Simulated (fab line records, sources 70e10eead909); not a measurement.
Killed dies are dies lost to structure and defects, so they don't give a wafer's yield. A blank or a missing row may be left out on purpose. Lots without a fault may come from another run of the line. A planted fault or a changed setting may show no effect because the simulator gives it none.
fab line records | flow nand_harc
record lots=12 wafers=36 last_day=33
route steps=1302 shown A_SLIT@946 A_WL_FILL@952
lots that met no fault: from a run of the same line without faults
start_h: hours from the record's first day to the start of the lot's first wafer shown | wait_h: hours since the lot's step before | " the same as in the row above | L1.1+2: a row that stands for several wafers | - no value, or no start given | * or withheld: withheld | < > ~ a bound
route shown NAME@n: a module of which the file shows steps, and the number in the route of the first | usual: mean/standard deviation of fault-free wafers | same: alike in all rows | chamber/n: place in a boat | sites: the reading at each site | _std_site: their standard deviation | _edge_site: outer sites' mean less inner sites' | radius_mm: how far each site lies from the wafer's centre | mask NAME#n: copy n | behind: the tool/chamber that last shaped the wafer | hold: why the lot was held/for how many hours/how that ended | device: the transistor (n, p or np) that didn't switch | end of line: the same wafers' tests at the end of the route | a step without rows: its recipe alone | killed: dies lost to structure and defects at the first sort, not the wafer's yield | map: a wafer's dies, x killed, . not, _ none there
set.NAME: the setting as run; set.NAME@STEP: as run at that earlier step | model.NAME: the simulator's own value behind a step, which no gauge read
steps of the route over a sample of lots; a table a step, a row a wafer
services: from which hour (start_h, from the record's first day; less than 0 if before it) a tool's chamber was out of use, for how many hours, and why
## steps
# step NHARC_A_SLIT_CD_MEAS_21
# usual cd_nm=289.7/0.74
# columns lot.wafer tool chamber start_h wait_h cd_nm
L548.2 cd_sem-02 - 462.01 - 289.1
L548.3 " - " " 290.1
L548.6 " - " " 289.7
L549.4 cd_sem-03 - 469.74 - 288.9
L549.5 " - " " 290.0
L549.6 " - " " 289.2
L550.2 cd_sem-01 - 487.78 - 289.2
L550.3 " - " " 288.6
L550.6 " - " " 288.8
L551.2 cd_sem-01 - 487.94 - 289.1
L551.4 " - " " 289.9
L551.5 " - " " 289.3
L557.3 cd_sem-01 - 554.25 - 289.6
L557.5 " - " " 289.7
L557.6 " - " " 289.4
L558.2 cd_sem-01 - 564.96 - 289.5
L558.3 " - " " 289.1
L558.6 " - " " 289.8
L563.1 cd_sem-01 - 609.96 - 290.2
L563.5 " - " " 290.3
L563.6 " - " " 290.3
L565.2 cd_sem-02 - 616.37 - 291.2
L565.4 " - " " 290.3
L565.5 " - " " 290.5
L568.1 cd_sem-02 - 650.94 - 289.4
L568.2 " - " " 289.6
L568.3 " - " " 289.1
L567.1 cd_sem-01 - 654.27 - 290.3
L567.2 " - " " 290.6
L567.4 " - " " 289.9
L569.1 cd_sem-03 - 671.79 - 290.0
L569.3 " - " " 291.2
L569.4 " - " " 290.1
L571.1 cd_sem-02 - 682.21 - 288.7
L571.3 " - " " 289.5
L571.4 " - " " 288.7
# step NHARC_A_WL_FILL_ALD_00
# recipe target_thk_a=30 pulse_time_s=3 ald_cycles=30 temp_c=300 material=Al2O3
# usual heater_power_outer_w=275/29 heater_power_w=471/52 precursor_pulse_height_rel=0.999/0.021 susceptor_temp_C=299.99/0.21
# columns lot.wafer tool chamber start_h wait_h heater_power_outer_w heater_power_w precursor_pulse_height_rel susceptor_temp_C
L548.2 ald_hk-02 0 468.71 0.1 274 439 0.991 299.89
L548.3 " 2 " " 247 397 0.979 300.02
L548.6 " 1 " " 248 410 0.990 299.95
L549.4 ald_hk-02 3 476.43 0.1 297 526 1.014 300.04
L549.5 " 3 " " 297 540 0.985 300.31
L549.6 " 0 " " 263 440 0.980 299.39
L551.2 ald_hk-04 3 494.43 0.1 231 435 1.028 299.83
L551.4 " 1 " " 258 433 1.018 299.85
L551.5 " 2 " " 272 512 1.035 300.10
L550.3 ald_hk-02 3 494.44 0.1 307 541 0.996 300.06
L550.2 " 1 " " 247 422 0.999 300.19
L550.6 " 0 " " 271 451 0.994 300.16
L557.3 ald_hk-04 1 561.02 0.1 256 433 1.021 -
L557.5 " 1 " " 257 445 0.997 -
L557.6 " 2 " " 275 486 0.999 -
L558.3 ald_hk-04 1 571.76 0.1 255 439 0.993 299.82
L558.2 " 3 " " 234 430 1.011 299.80
L558.6 " 1 " " 247 443 0.991 299.98
L563.1 ald_hk-03 0 616.28 0.1 286 498 0.983 299.97
L563.5 " 2 " " 340 583 0.991 299.99
L563.6 " 3 " " 267 421 0.998 299.61
L565.4 ald_hk-03 0 623.82 0.8 283 504 0.971 299.49
L565.2 " 2 " " 338 579 1.016 299.97
L565.5 " 3 " " 260 426 1.001 300.01
L568.3 ald_hk-02 0 657.61 0.1 266 451 0.998 300.08
L568.2 " 1 " " 248 436 0.993 300.19
L568.1 " 2 " " 260 411 0.982 299.91
L567.2 ald_hk-03 1 660.94 0.1 312 536 1.019 299.86
L567.1 " 2 " " 348 567 0.956 300.10
L567.4 " 0 " " 286 496 0.973 299.97
L569.3 ald_hk-02 0 678.44 0.1 271 454 1.022 300.07
L569.1 " 1 " " 251 431 0.997 300.26
L569.4 " 3 " " 314 548 0.974 300.15
L571.1 ald_hk-02 0 688.91 0.1 269 449 0.983 300.18
L571.3 " 1 " " 243 437 1.035 300.12
L571.4 " 3 " " 305 543 1.016 300.21
# step NHARC_A_WL_FILL_STRIP_29
# recipe time_s=20 o2_flow_sccm=500 ar_flow_sccm=0 bias_w=0 chemistry=O2
# usual drypump_motor_current_A=5.7/0.35 oes_product_au=0.999/0.0069 rf_vpp_V=57.7/0.87 showerhead_plenum_p_Torr=3.51/0.13 throttle_valve_pct=17.037/0.0094
# columns lot.wafer tool chamber start_h wait_h drypump_motor_current_A oes_product_au rf_hours_counter_h rf_vpp_V showerhead_plenum_p_Torr throttle_valve_pct
L548.3 rie_diel-10 0 486.61 0.1 5.3 1.002 3.7 58.7 3.33 17.054
L548.2 " 2 " " 5.7 0.995 3.4 57.3 3.58 17.051
L548.6 " 0 " " 5.3 1.014 - 58.6 3.33 17.056
L549.4 rie_diel-01 2 488.89 0.1 5.7 1.003 2.7 57.3 3.38 17.028
L549.5 " 0 " " 5.3 0.992 - 58.7 3.63 17.033
L549.6 " 1 " " 5.0 1.002 - 59.5 3.47 17.035
L551.2 rie_diel-10 1 506.22 0.1 5.7 1.003 4.4 57.7 3.52 17.024
L551.4 " 0 " " 5.3 1.006 4.8 58.1 3.33 17.035
L551.5 " 1 " " 5.8 0.989 - 56.7 3.52 17.037
L550.2 rie_diel-03 1 506.24 0.1 6.1 0.991 1.3 56.2 3.40 17.036
L550.3 " 3 " " 5.5 1.006 0.9 57.8 3.63 17.039
L550.6 " 2 " " 6.0 1.009 - 57.5 3.69 17.045
L557.3 rie_diel-10 3 572.86 0.1 5.9 1.013 8.7 56.4 3.38 17.045
L557.5 " 0 " " 5.3 1.002 - 58.8 3.33 17.029
L557.6 " 1 " " 5.7 0.997 - 57.8 3.52 17.025
L558.2 rie_diel-01 2 585.84 0.1 5.7 1.011 0.4 57.2 3.38 17.032
L558.3 " 0 " " 5.3 1.005 0.3 57.9 3.63 17.036
L558.6 " 3 " " 6.1 0.999 - 59.4 3.69 17.024
L563.1 rie_diel-01 3 628.12 0.1 6.1 1.000 1.9 58.0 3.69 17.026
L563.5 " 3 " " 6.1 1.006 - 58.0 3.69 17.021
L563.6 " 0 " " 5.4 0.997 - 58.8 3.63 17.018
L565.4 rie_diel-10 0 637.59 0.1 5.3 1.000 1.1 57.1 3.32 17.039
L565.2 " 1 " " 5.7 0.996 1.2 57.3 3.52 17.033
L565.5 " 0 " " 5.3 1.007 - 56.8 3.32 17.040
L568.3 rie_diel-03 2 671.02 0.1 6.1 0.992 0.7 58.0 3.69 17.045
L568.2 " 3 " " 5.5 0.996 0.8 59.8 3.63 17.038
L568.1 " 0 " " 5.7 1.011 0.7 56.6 3.32 17.037
L567.1 rie_diel-03 0 671.06 0.1 5.6 1.012 0.7 58.3 3.32 17.037
L567.4 " 1 " " 6.2 1.001 0.6 57.1 3.40 17.015
L567.2 " 2 " " 6.0 0.997 0.7 58.7 3.69 17.039
L569.4 rie_diel-01 3 690.26 0.1 6.1 1.002 3.6 57.5 3.69 17.024
L569.3 " 1 " " 5.0 0.998 3.2 56.9 3.47 17.058
L569.1 " 2 " " 5.7 1.000 3.4 56.3 3.38 17.041
L571.3 rie_diel-10 0 702.17 0.1 5.3 1.011 4.9 56.4 3.32 17.036
L571.1 " 2 " " 5.7 0.987 5.1 57.8 3.58 17.023
L571.4 " 1 " " 5.7 0.996 - 56.9 3.52 17.046
# step NHARC_A_WL_FILL_ETCHBACK_17
# recipe target_depth_a=40 time_s=26.7 chemistry=Cl2/BCl3
# usual drypump_motor_current_A=5.3/0.33 oes_product_au=1.000/0.0068 run_length_s=47.9/0.34
# columns lot.wafer tool chamber start_h wait_h drypump_motor_current_A oes_product_au rf_hours_counter_h run_length_s
L548.2 rie_metal-01 1 486.71 - 5.6 1.003 2.0 48.0
L548.3 " 1 " " 5.6 1.000 - 48.0
L548.6 " 0 " " 5.2 1.000 - 48.0
L549.4 rie_metal-02 1 489.01 - 5.1 1.011 - 47.8
L549.6 " 1 " " 5.1 0.998 - 47.6
L549.5 " 0 " " 4.6 1.005 - 48.4
L551.2 rie_metal-01 0 506.31 - 5.2 0.978 1.3 48.1
L551.4 " 1 " " 5.7 1.000 - 47.8
L551.5 " 1 " " 5.7 0.996 - 47.8
L550.2 rie_metal-03 1 506.34 - 5.2 1.000 2.8 47.4
L550.3 " 1 " " 5.2 0.994 - 47.8
L550.6 " 0 " " 5.6 0.991 - 47.7
L557.3 rie_metal-03 1 573.00 - 5.2 0.995 - 47.5
L557.6 " 0 " " 5.6 1.009 - 39.9
L557.5 " 1 " " 5.2 1.005 - 47.7
L558.2 rie_metal-03 1 585.93 - 5.2 0.994 0.7 47.5
L558.3 " 1 " " 5.2 0.995 - 48.0
L558.6 " 1 " " 5.2 0.993 - 39.7
L563.1 rie_metal-02 0 628.23 - 4.6 1.002 3.4 48.1
L563.5 " 1 " " 5.2 0.999 - 47.9
L563.6 " 0 " " 4.6 1.010 - 48.3
L565.2 rie_metal-01 1 637.69 - 5.6 1.009 1.0 48.2
L565.4 " 1 " " 5.6 1.011 - 48.0
L565.5 " 0 " " 5.2 1.005 - 48.1
L568.2 rie_metal-03 0 671.10 - 5.6 1.007 2.1 48.1
L568.1 " 1 " " 5.2 1.000 2.1 47.4
L568.3 " 0 " " 5.6 1.010 - 47.4
L567.1 rie_metal-01 1 671.14 - 5.6 0.995 1.5 48.0
L567.2 " 0 " " 5.2 0.992 1.5 47.6
L567.4 " 0 " " 5.2 0.994 - 47.9
L569.1 rie_metal-02 0 690.35 - 4.6 1.008 0.9 48.7
L569.3 " 0 " " 4.6 0.997 - 48.5
L569.4 " 1 " " 5.1 1.005 - 47.9
L571.1 rie_metal-01 0 702.26 - 5.2 0.988 2.0 48.1
L571.3 " 0 " " 5.2 1.005 - 47.9
L571.4 " 1 " " 5.6 1.007 - 47.9
## services
# columns tool chamber start_h hours kind
rie_diel-01 3 453.98 7.3 repair
rie_metal-02 - 454.00 9.0 pm
rie_diel-03 - 458.30 9.0 pm
rie_diel-01 0 460.68 2.5 repair
rie_diel-01 3 481.15 2.7 repair
rie_diel-03 3 482.18 9.9 repair
rie_diel-01 0 501.21 8.1 repair
ald_hk-03 - 507.27 0.9 repair
rie_metal-03 - 519.00 9.0 pm
ald_hk-02 - 534.61 10.0 pm
rie_metal-02 - 540.19 0.1 repair
rie_diel-01 - 557.80 9.0 pm
ald_hk-04 - 560.15 0.5 repair
ald_hk-03 - 572.20 10.0 pm
rie_diel-03 1 573.52 8.2 repair
rie_metal-01 - 575.00 9.0 pm
rie_diel-10 - 596.70 9.0 pm
rie_diel-01 - 612.16 2.3 repair
rie_metal-01 1 618.89 2.2 repair
rie_diel-10 3 651.13 2.1 repair
rie_diel-10 3 693.78 14.4 repair
rie_diel-01 0 695.61 6.4 repair
rie_metal-03 - 696.00 9.0 pm
rie_diel-01 3 696.03 39.6 repair
## key
first_sign step=NHARC_A_WL_FILL_ETCHBACK_17 reading=run_length_s direction=down sigmas=24 usual=* struck=*
effect none on later readings
met_at NHARC_A_WL_FILL_ETCHBACK_17
struck_lots L557,L558
struck_wafers L557.6,L558.6
tester_left_out L557,L558
not_acting_at NHARC_A_SLIT_CD_MEAS_21,NHARC_A_WL_FILL_ALD_00,NHARC_A_WL_FILL_STRIP_29
onset_between 506.34 573.00
fault kind=process_parameter_drift tool=rie_metal-03 chamber=- onset_h=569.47 steps=NHARC_A_WL_FILL_ETCHBACK_17 channel=time_s offset=* shape=step end_h=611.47 scope=struck_wafers_only acts_in=* stated=*
# tester_left_out: of these lots the tester's yield and bins aren't shown, on N5 and GAA mostly nor the transistor test; their killed dies are dies lost to structure and defects alone, not to doping, threshold or leakage, so they don't give the yield
